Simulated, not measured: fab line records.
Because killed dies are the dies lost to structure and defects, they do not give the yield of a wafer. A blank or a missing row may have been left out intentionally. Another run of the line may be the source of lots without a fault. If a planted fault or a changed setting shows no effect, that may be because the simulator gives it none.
Matching of chambers | flow nand harc | NHARC_A_CHANNEL_FILL_D1_CMP_10 on cmp-03 has 4 sister chambers
The step polishes, target thk 150 nm. 8 wafers are shown with their chamber, then 12 later ones without.

## EACH WAFER AND ITS CHAMBER
wafer  | chamber | motor current A (A) | time to endpoint s (s)
L079.4 | 1       | 13.3                | 15.8
L081.5 | 2       | 10.9                | 13.1
L085.1 | 3       | 14.8                | 13.5
L085.3 | 0       | 11.3                | 14.6
L085.6 | 1       | 14.0                | 15.3
L091.1 | 2       | 10.1                | 11.9
L091.3 | 3       | 14.9                | 14.4
L091.5 | 0       | 11.0                | 12.5

## WAFERS MISSING THEIR CHAMBER
wafer  | motor current A (A) | time to endpoint s (s)
L095.4 | 10.8                | 16.2
L095.5 | 10.7                | 14.6
L095.6 | 12.4                | 13.6
L094.1 | 14.7                | 14.2
L094.2 | 13.1                | 16.9
L094.3 | 10.6                | 13.5
L094.4 | 10.8                | 17.1
L094.5 | 12.4                | 15.3
L094.6 | 11.7                | 12.8
L096.1 | 14.0                | 13.7
L096.3 | 11.6                | 16.2
L096.6 | 14.3                | 12.4

## WHICH CHAMBER EACH WENT THROUGH
wafer  | from the rows above          | in truth
L095.4 | can't be placed: 0 or 2      | 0
L095.5 | can't be placed: 0 or 2      | 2
L095.6 | can't be placed: 0 or 1 or 2 | 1
L094.1 | 3                            | 3
L094.2 | 1                            | 1
L094.3 | can't be placed: 2 or 0      | 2
L094.4 | can't be placed: 0 or 2      | 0
L094.5 | can't be placed: 1 or 0      | 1
L094.6 | can't be placed: 0 or 2      | 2
L096.1 | can't be placed: 1 or 3      | 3
L096.3 | can't be placed: 0 or 2      | 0
L096.6 | can't be placed: 3 or 1      | 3
2 of 12 placed correctly. From these rows, 10 cannot be placed; in 10 the true chamber is one of the candidates. Wrongly placed: 0.
How it was worked out, from the rows above alone: a wafer's distance from a chamber is the root of the sum, over the readings, of the square of ((its reading less the chamber's mean) divided by the reading's scatter). If the next closest chamber is less than 2 further off than the closest, the wafer can't be placed; otherwise it belongs to the closest. Each chamber's mean is taken over the wafers shown for it. The scatter: the root of (the sum of the squares of (reading less its chamber's mean) over the shown wafers, divided by (wafers less chambers)).
